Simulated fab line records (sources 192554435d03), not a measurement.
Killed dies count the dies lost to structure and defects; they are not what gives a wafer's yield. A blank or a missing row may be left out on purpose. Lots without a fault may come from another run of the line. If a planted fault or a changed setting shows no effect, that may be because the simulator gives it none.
fab line records	flow n5Finfet
record lots=10	wafers=30	lastDay=18
route steps=1938 shown MIM_BOT_ETCH@1867 TV_LITHO@1883 PASSIVATION@1936
lots untouched by any fault: they come from a run of this same line in which no faults occurred
startH: start of the lot's first displayed wafer, in hours after the record's first day	waitH: how many hours have passed since the lot's step before this one	" as in the row above	L1.1+2: a row that stands for several wafers	- no value, or no start was given	* or withheld: withheld	< > ~ a bound
route shown NAME@n: names a module that has steps shown in the file, with the first one's number in the route	usual: average and standard deviation across the fault-free wafers	same: alike in all rows	chamber/n: place in a boat	sites: each site's reading	_std_site: standard deviation across them	_edge_site: inner sites' mean taken away from outer sites' mean	radiusMm: for every site, how far away it sits from the centre of the wafer	mask NAME#n: copy n	behind: the most recent tool/chamber to have shaped the wafer	hold: reason for holding the lot/hours on hold/outcome of the hold	device: the transistor (n, p or np) that didn't switch	end of line: the tests these same wafers got at the end of their route	a step without rows: its recipe alone	killed: dies lost to structure and defects at the first sort, not the wafer's yield	map: per-die view of a wafer (x killed, . not killed, _ where there is no die)
set.NAME: the setting that was run; set.NAME@STEP: the one run at that earlier step	model.NAME: the simulator's own value behind a step, which no gauge read
the route's steps for a sample of lots (tables are steps, rows are wafers)
services: the hour from which a tool's chamber was out of use, counted from the record's first day as startH (under 0 if before that day), plus the number of hours and why
## steps
# step N5_MIM_BOT_ETCH_ETCH_03
# recipe chemistry=Cl2/BCl3	targetDepthA=120	pressureMtorr=8	icpW=800	biasW=100	Cl2_flow_sccm=20	bcl3FlowSccm=80
# usual bcl3FlowSccm=79.99/0.25	drypumpMotorCurrentA=6.1/0.39	oesProductAu=0.81/0.11	throttleValvePct=27.5/0.35
lot.wafer	tool	chamber	startH	waitH	bcl3FlowSccm	drypumpMotorCurrentA	oesProductAu	rfHoursCounterH	throttleValvePct
L672.2	rieMetal-01	1	289.00	0.1	79.81	6.3	0.79	30	27.1
L672.5	"	1	"	"	80.39	6.3	0.80	-	27.0
L672.6	"	0	"	"	79.75	6.3	0.65	-	27.6
L677.1	rieMetal-01	0	306.57	0.1	79.80	6.2	0.64	108	27.6
L677.4	"	0	"	"	80.23	6.2	0.64	-	27.6
L677.5	"	0	"	"	79.62	6.2	0.64	-	27.6
L678.3	rieMetal-03	1	311.14	0.1	80.27	6.4	0.70	-	27.9
L678.4	"	1	"	"	79.88	6.4	0.69	-	27.9
L678.5	"	1	"	"	80.20	6.4	0.69	-	27.9
L675.1	rieMetal-03	1	312.14	0.1	79.88	6.4	0.69	71	27.9
L675.3	"	1	"	"	79.77	6.4	0.69	-	27.9
L675.6	"	1	"	"	79.86	6.4	0.69	-	27.9
L679.1	rieMetal-03	0	332.42	0.1	79.94	5.3	0.99	1	27.0
L679.2	"	1	"	"	79.94	6.4	0.70	73	27.9
L679.5	"	0	"	"	79.85	5.3	0.99	-	27.0
L688.1	rieMetal-01	1	375.23	0.1	79.25	6.3	0.77	40	27.1
L688.2	"	0	"	"	80.47	6.3	0.95	1	27.4
L688.3	"	0	"	"	80.50	6.2	0.96	-	27.4
L683.3	rieMetal-01	1	380.17	0.1	79.91	6.3	0.76	-	27.1
L683.4	"	0	"	"	80.11	6.3	0.95	-	27.4
L683.5	"	1	"	"	79.79	6.3	0.76	-	27.1
L687.1	rieMetal-01	1	382.57	0.1	79.97	6.3	0.76	40	27.1
L687.3	"	1	"	"	79.71	6.3	0.76	-	27.1
L687.4	"	0	"	"	79.98	6.3	0.95	-	27.4
L690.2	rieMetal-01	1	387.10	0.1	80.10	6.3	0.76	40	27.1
L690.4	"	1	"	"	80.39	6.3	0.77	-	27.1
L690.5	"	1	"	"	80.72	6.3	0.76	-	27.1
L695.1	rieMetal-02	0	427.93	0.1	79.97	5.9	0.88	15	27.6
L695.4	"	0	"	"	79.97	5.9	0.88	-	27.6
L695.5	"	0	"	"	79.87	5.9	0.89	-	27.6
# step N5_MIM_BOT_ETCH_ETCH_00
# recipe chemistry=Cl2/BCl3	target=TiN	targetDepthA=455	ionEnergyEv=150	pressureMtorr=10	icpW=1000	biasW=126	Cl2_flow_sccm=53.25	bcl3FlowSccm=21.75	Ar_flow_sccm=25
# usual bcl3FlowSccm=21.75/0.063	drypumpMotorCurrentA=6.1/0.39	oesProductAu=0.81/0.11	throttleValvePct=21.89/0.3
lot.wafer	tool	chamber	startH	waitH	bcl3FlowSccm	drypumpMotorCurrentA	oesProductAu	rfHoursCounterH	throttleValvePct
L672.2	rieMetal-01	1	289.09	0.1	21.75	6.3	0.78	30	21.57
L672.5	"	1	"	"	21.73	6.3	0.79	-	21.57
L672.6	"	0	"	"	21.68	6.3	0.64	-	22.09
L677.1	rieMetal-01	0	306.66	0.1	21.94	6.3	0.64	108	22.09
L677.4	"	0	"	"	21.72	6.3	0.65	-	22.10
L677.5	"	0	"	"	21.77	6.2	0.64	-	22.09
L678.3	rieMetal-03	1	311.34	0.2	21.72	6.4	0.70	-	22.24
L678.4	"	1	"	"	21.72	6.4	0.70	-	22.26
L678.5	"	1	"	"	21.80	6.4	0.70	-	22.24
L675.1	rieMetal-03	1	312.32	0.1	21.80	6.4	0.70	71	22.26
L675.3	"	1	"	"	21.82	6.4	0.70	-	22.23
L675.6	"	1	"	"	21.83	6.4	0.70	-	22.25
L679.1	rieMetal-03	0	332.51	0.1	21.76	5.3	0.99	1	21.46
L679.2	"	1	"	"	21.65	6.4	0.69	73	22.25
L679.5	"	0	"	"	21.71	5.3	0.99	-	21.45
L688.1	rieMetal-01	1	375.32	0.1	21.68	6.3	0.76	40	21.56
L688.2	"	0	"	"	21.79	6.3	0.96	1	21.77
L688.3	"	0	"	"	21.79	6.2	0.96	-	21.76
L683.3	rieMetal-01	1	380.27	0.1	21.66	6.3	0.76	-	21.58
L683.4	"	0	"	"	21.80	6.3	0.96	-	21.76
L683.5	"	1	"	"	21.64	6.3	0.76	-	21.59
L687.1	rieMetal-01	1	382.66	0.1	21.76	6.3	0.77	40	21.60
L687.3	"	1	"	"	21.85	6.3	0.76	-	21.61
L687.4	"	0	"	"	21.78	6.2	0.94	-	21.77
L690.2	rieMetal-01	1	387.19	0.1	21.71	6.3	0.76	41	21.57
L690.4	"	1	"	"	21.67	6.3	0.76	-	21.60
L690.5	"	1	"	"	21.64	6.3	0.75	-	21.60
L695.1	rieMetal-02	0	428.02	0.1	21.67	5.9	0.87	15	21.93
L695.4	"	0	"	"	21.73	5.9	0.87	-	21.95
L695.5	"	0	"	"	21.72	5.9	0.87	-	21.93
# step N5_PASSIVATION_CD_MEAS_10
# recipe targetCdNm=3000	landingEnergyEv=500	detector=seInlens
# usual cdNm=2998.9/2.2
lot.wafer	tool	chamber	startH	waitH	cdNm
L672.2	cdSem-01	0	290.28	-	2999.7
L672.5	"	0	"	"	2998.7
L672.6	"	0	"	"	2998.1
L677.1	cdSem-03	0	309.23	-	2997.2
L677.4	"	0	"	"	2996.6
L677.5	"	0	"	"	2994.2
L678.3	cdSem-01	0	312.86	-	3003.3
L678.4	"	0	"	"	2998.4
L678.5	"	0	"	"	2998.1
L675.1	cdSem-01	0	313.66	-	3000.7
L675.3	"	0	"	"	2999.0
L675.6	"	0	"	"	2998.6
L679.1	cdSem-03	0	333.68	-	2999.0
L679.2	"	0	"	"	2999.0
L679.5	"	0	"	"	2999.9
L688.1	cdSem-03	0	376.57	-	3001.4
L688.2	"	0	"	"	3000.1
L688.3	"	0	"	"	2998.2
L683.3	cdSem-03	0	383.06	-	3001.5
L683.4	"	0	"	"	2997.5
L683.5	"	0	"	"	2997.8
L687.1	cdSem-01	0	384.58	-	2998.8
L687.3	"	0	"	"	2998.5
L687.4	"	0	"	"	3000.7
L690.2	cdSem-01	0	388.32	-	2999.4
L690.4	"	0	"	"	2999.0
L690.5	"	0	"	"	3000.4
L695.1	cdSem-02	0	429.51	-	3001.3
L695.4	"	0	"	"	3001.9
L695.5	"	0	"	"	2998.5
# step N5_PASSIVATION_INSPECT_61
# recipe mode=adi	inspectInstrument=macro
# usual rawDefectCount=1.9/1.5
lot.wafer	tool	chamber	startH	waitH	rawDefectCount
L672.2	defectInspect-01	-	290.34	0.0	1
L672.5	"	-	"	"	2
L672.6	"	-	"	"	2
L677.1	defectInspect-01	-	309.28	0.0	1
L677.4	"	-	"	"	1
L677.5	"	-	"	"	8
L678.3	defectInspect-02	-	312.91	0.0	1
L678.4	"	-	"	"	0
L678.5	"	-	"	"	4
L675.1	defectInspect-01	-	313.71	0.0	3
L675.3	"	-	"	"	1
L675.6	"	-	"	"	0
L679.1	defectInspect-02	-	333.73	0.0	1
L679.2	"	-	"	"	1
L679.5	"	-	"	"	1
L688.1	defectInspect-01	-	376.62	0.0	4
L688.2	"	-	"	"	2
L688.3	"	-	"	"	4
L683.3	defectInspect-02	-	383.12	0.0	2
L683.4	"	-	"	"	1
L683.5	"	-	"	"	3
L687.1	defectInspect-01	-	384.64	0.0	>300
L687.3	"	-	"	"	>300
L687.4	"	-	"	"	>300
L690.2	defectInspect-01	-	388.37	0.0	>300
L690.4	"	-	"	"	>300
L690.5	"	-	"	"	>300
L695.1	defectInspect-01	-	429.56	0.0	1
L695.4	"	-	"	"	3
L695.5	"	-	"	"	2
# step N5_PASSIVATION_DESCUM_12
# recipe chemistry=O2	timeS=7.9	sourcePowerW=50	biasPowerW=20	pressureMtorr=20	rfFrequencyHz=2.712e+07	tempC=40	o2FlowSccm=225
# usual drypumpMotorCurrentA=5.7/0.59	oesProductAu=0.82/0.096	rfVppV=242.6/1.4	showerheadPlenumPTorr=2.06/0.068	throttleValvePct=20.30/0.28
lot.wafer	tool	chamber	startH	waitH	drypumpMotorCurrentA	oesProductAu	rfHoursCounterH	rfVppV	showerheadPlenumPTorr	throttleValvePct
L672.2	rieDiel-02	1	290.37	0.0	6.5	0.66	239	244.0	2.15	20.70
L672.5	"	3	"	"	6.6	0.82	-	243.0	2.02	19.99
L672.6	"	2	"	"	4.6	0.86	-	246.0	2.14	20.35
L677.1	rieDiel-04	3	309.32	0.0	6.2	0.71	240	242.7	2.04	20.27
L677.4	"	0	"	"	5.9	0.72	168	239.7	1.91	20.43
L677.5	"	0	"	"	5.9	0.71	-	240.9	1.91	20.43
L678.3	rieDiel-03	1	313.27	0.4	6.3	0.92	10	244.3	2.14	19.84
L678.4	"	0	"	"	5.1	0.94	12	242.5	2.06	20.48
L678.5	"	0	"	"	5.1	0.94	-	242.0	2.06	20.48
L675.1	rieDiel-02	3	313.84	0.1	6.6	0.81	91	241.8	2.02	19.98
L675.3	"	0	"	"	5.7	0.95	8	244.9	2.16	20.74
L675.6	"	3	"	"	6.6	0.82	-	240.7	2.02	19.97
L679.1	rieDiel-02	3	333.77	0.0	6.6	0.81	96	242.3	2.02	19.99
L679.2	"	2	"	"	4.7	0.85	49	244.6	2.13	20.36
L679.5	"	0	"	"	5.8	0.94	-	241.8	2.15	20.71
L688.1	rieDiel-04	2	376.72	0.1	5.1	0.70	210	243.0	2.09	20.24
L688.2	"	3	"	"	6.2	0.95	8	243.8	2.03	19.96
L688.3	"	1	"	"	5.3	0.77	144	241.5	2.01	20.11
L683.3	rieDiel-04	0	383.49	0.4	5.9	0.70	191	239.8	1.91	20.49
L683.4	"	3	"	"	6.3	0.94	10	243.5	2.03	19.97
L683.5	"	0	"	"	5.9	0.70	-	238.3	1.91	20.48
L687.1	rieDiel-04	1	384.67	0.0	5.3	0.77	147	241.4	2.01	20.12
L687.3	"	0	"	"	5.9	0.71	191	238.6	1.91	20.49
L687.4	"	3	"	"	6.3	0.94	10	243.8	2.03	19.96
L690.2	rieDiel-03	3	388.40	0.0	5.8	0.72	160	243.1	2.09	20.25
L690.4	"	2	"	"	5.6	0.96	9	242.5	2.08	20.55
L690.5	"	2	"	"	5.6	0.96	-	243.4	2.08	20.58
L695.1	rieDiel-04	2	429.95	0.4	5.2	0.68	227	242.0	2.08	20.26
L695.4	"	0	"	"	5.9	0.69	204	240.2	1.90	20.49
L695.5	"	3	"	"	6.2	0.91	-	241.6	2.03	20.01
# step N5_PASSIVATION_PROBE_49
# usual defectLimitedYield=91.4/1.4	killed_at_M0_to_M3=33/11	killed_at_M4_up=13/5.3	killedAtContacts=13/6.1	killedAtFrontEnd=40/11	killedAtOther=2.9/2.7	killedDies=102/17	killedOpen=68/13	killedShort=32/7.5	sort_bin_5_function=5.1/0.98	sort_bin_6_memory=3.2/0.69	sort_bin_8_speed=0.1/1.1	sortNPass=1077/21	sortYieldPct=91.3/1.7
# same grossDies=1180	killedAtBackSide=0	sort_bin_4_leakage[%]=0
lot.wafer	tool	chamber	startH	waitH	defectLimitedYield[%]	killed_at_M0_to_M3	killed_at_M4_up	killedAtContacts	killedAtFrontEnd	killedAtOther	killedDies	killedOpen	killedShort	sort_bin_5_function[%]	sort_bin_6_memory[%]	sort_bin_8_speed[%]	sortNPass	sortYieldPct[%]
L683.3	prober-02	-	390.38	0.1	91.6	36	11	11	28	13	99	66	32	4.6	3.3	0	1081	91.6
L683.4	prober-02	-	390.43	0.2	92.5	28	7	13	36	4	88	57	31	3.9	3.2	0	1092	92.5
L683.5	prober-02	-	390.48	0.2	90.9	39	12	10	41	5	107	75	30	5.3	3.5	0	1073	90.9
L687.1	prober-02	-	391.82	0.0	79.4	28	15	7	43	150	243	61	33	13.2	3.9	0	937	79.4
L687.3	prober-02	-	391.92	0.1	79.2	28	16	14	41	147	246	67	34	12.2	4.5	0	934	79.2
L687.4	prober-02	-	391.97	0.2	84.4	27	17	11	40	89	184	72	26	8.6	3.9	0	996	84.4
L690.2	prober-02	-	395.53	0.1	79.2	18	14	8	54	151	245	60	39	12.5	4.7	0	935	79.2
L690.4	prober-02	-	395.63	0.2	78.7	22	10	21	50	148	251	62	39	13.9	4.2	0	929	78.7
L690.5	prober-02	-	395.68	0.2	80.3	18	10	8	52	144	232	58	33	12.2	3.6	0	948	80.3
# killed by level:class
L683.3 BEOL_M0_SAQP:geometricParticle:open=11 BEOL_M0_SAQP:geometricParticle:short=10 MOL_CONTACT_COAG:geometricParticle:open=9 STARTING-WAFER:geometricParticle:short=7 FIN_SAQP:geometricParticle:open=6 BEOL_M2:geometricParticle:open=6 PASS1_CAP:geometricParticle:open=5 GATE_CUT:geometricParticle:open=4
L683.4 BEOL_M2:geometricParticle:open=12 FIN_SAQP:geometricParticle:open=11 MOL_CONTACT_COAG:geometricParticle:open=10 GATE_CUT:geometricParticle:short=8 BEOL_M0_SAQP:geometricParticle:open=4 BEOL_M0_SAQP:geometricParticle:short=4 STARTING-WAFER:geometricParticle:short=4 STARTING-WAFER:geometricParticle:open=4
L683.5 FIN_SAQP:geometricParticle:open=12 MOL_CONTACT_COAG:geometricParticle:open=9 BEOL_M4:geometricParticle:open=9 FIN_SAQP:geometricParticle:short=8 BEOL_M2:geometricParticle:open=8 BEOL_M0_SAQP:geometricParticle:open=7 BEOL_M0_SAQP:geometricParticle:short=7 BEOL_M1:geometricParticle:open=7
L687.1 MIM_BOT_ETCH:unspecified=147 FIN_SAQP:geometricParticle:open=10 STI_FIN_REVEAL:geometricParticle:open=9 BEOL_M3:geometricParticle:open=9 FIN_SAQP:geometricParticle:short=7 BEOL_M0_SAQP:geometricParticle:open=7 MOL_CONTACT_COAG:geometricParticle:open=7 BEOL_M0_SAQP:geometricParticle:short=6
L687.3 MIM_BOT_ETCH:unspecified=145 MOL_CONTACT_COAG:geometricParticle:open=11 FIN_SAQP:geometricParticle:open=9 STI_FIN_REVEAL:geometricParticle:open=8 BEOL_M0_SAQP:geometricParticle:open=8 BEOL_M2:geometricParticle:open=5 BEOL_M3:geometricParticle:open=5 STARTING-WAFER:geometricParticle:open=5
L687.4 MIM_BOT_ETCH:unspecified=84 STI_FIN_REVEAL:geometricParticle:open=17 BEOL_M0_SAQP:geometricParticle:open=10 MOL_CONTACT_COAG:geometricParticle:open=9 FIN_SAQP:geometricParticle:open=8 BEOL_M0_SAQP:geometricParticle:short=8 BEOL_M4:geometricParticle:open=6 STARTING-WAFER:geometricParticle:short=5
L690.2 MIM_BOT_ETCH:unspecified=146 FIN_SAQP:geometricParticle:open=14 FIN_SAQP:geometricParticle:short=10 STI_FIN_REVEAL:geometricParticle:open=9 GATE_CUT:geometricParticle:short=8 BEOL_M4:geometricParticle:open=7 MOL_CONTACT_COAG:geometricParticle:open=5 BEOL_M0_SAQP:geometricParticle:short=4
L690.4 MIM_BOT_ETCH:unspecified=147 FIN_SAQP:geometricParticle:open=20 MOL_CONTACT_COAG:geometricParticle:open=15 FIN_SAQP:geometricParticle:short=12 BEOL_M0_SAQP:geometricParticle:short=7 BEOL_M0_SAQP:geometricParticle:open=5 MOL_CONTACT_COAG:geometricParticle:short=4 STI_FIN_REVEAL:geometricParticle:open=3
L690.5 MIM_BOT_ETCH:unspecified=141 FIN_SAQP:geometricParticle:short=13 STI_FIN_REVEAL:geometricParticle:open=13 FIN_SAQP:geometricParticle:open=9 MOL_CONTACT_COAG:geometricParticle:open=7 GATE_CUT:geometricParticle:short=7 BEOL_M4:geometricParticle:open=7 BEOL_M0_SAQP:geometricParticle:short=5
## services
tool	chamber	startH	hours	kind
rieDiel-03	-	271.55	14.6	pm
rieDiel-02	0	274.53	-	clean
rieDiel-02	0	274.53	-	consumableReplace:focusRing
rieDiel-02	0	274.53	14.8	scheduledDown
rieDiel-02	0	274.53	14.8	ventCycle
rieMetal-03	0	295.59	-	clean
rieMetal-03	0	295.59	24.7	scheduledDown
rieMetal-03	0	295.59	24.7	ventCycle
rieDiel-03	0	318.78	21.1	repair
rieDiel-04	0	319.25	5.6	repair
rieDiel-02	1	330.24	-	clean
rieDiel-02	1	330.24	-	consumableReplace:focusRing
rieDiel-02	1	330.24	18.0	scheduledDown
rieDiel-04	3	338.66	-	clean
rieDiel-04	3	338.66	-	consumableReplace:focusRing
rieDiel-04	3	338.66	15.6	scheduledDown
rieDiel-04	3	338.66	15.6	ventCycle
rieMetal-01	0	338.84	-	clean
rieMetal-01	0	338.84	21.1	scheduledDown
rieMetal-01	0	338.84	21.1	ventCycle
rieDiel-04	0	408.04	3.4	repair
rieDiel-04	2	410.08	2.7	repair
rieMetal-02	-	422.80	0.5	repair
rieDiel-04	-	425.30	0.3	repair
## key
firstSign step=N5_PASSIVATION_INSPECT_61	reading=rawDefectCount	direction=up	sigmas=99+	usual=1.9	struck=>300
effect step=N5_PASSIVATION_PROBE_49	reading=killedAtOther	direction=up	sigmas=49	usual=2.9	struck=138.2
moreKillsBornAt N5_MIM_BOT_ETCH_ETCH_03@rieMetal-01=810
metAt N5_MIM_BOT_ETCH_ETCH_03
struckLots L687,L690
notActingAt N5_MIM_BOT_ETCH_ETCH_00,N5_PASSIVATION_CD_MEAS_10,N5_PASSIVATION_DESCUM_12
onsetBetween 380.17 382.57
fault kind=chamberParticleSource	tool=rieMetal-01	chamber=-	onsetH=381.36	steps=N5_MIM_BOT_ETCH_ETCH_03	ratePerVisitCm2=1.6418	endH=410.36
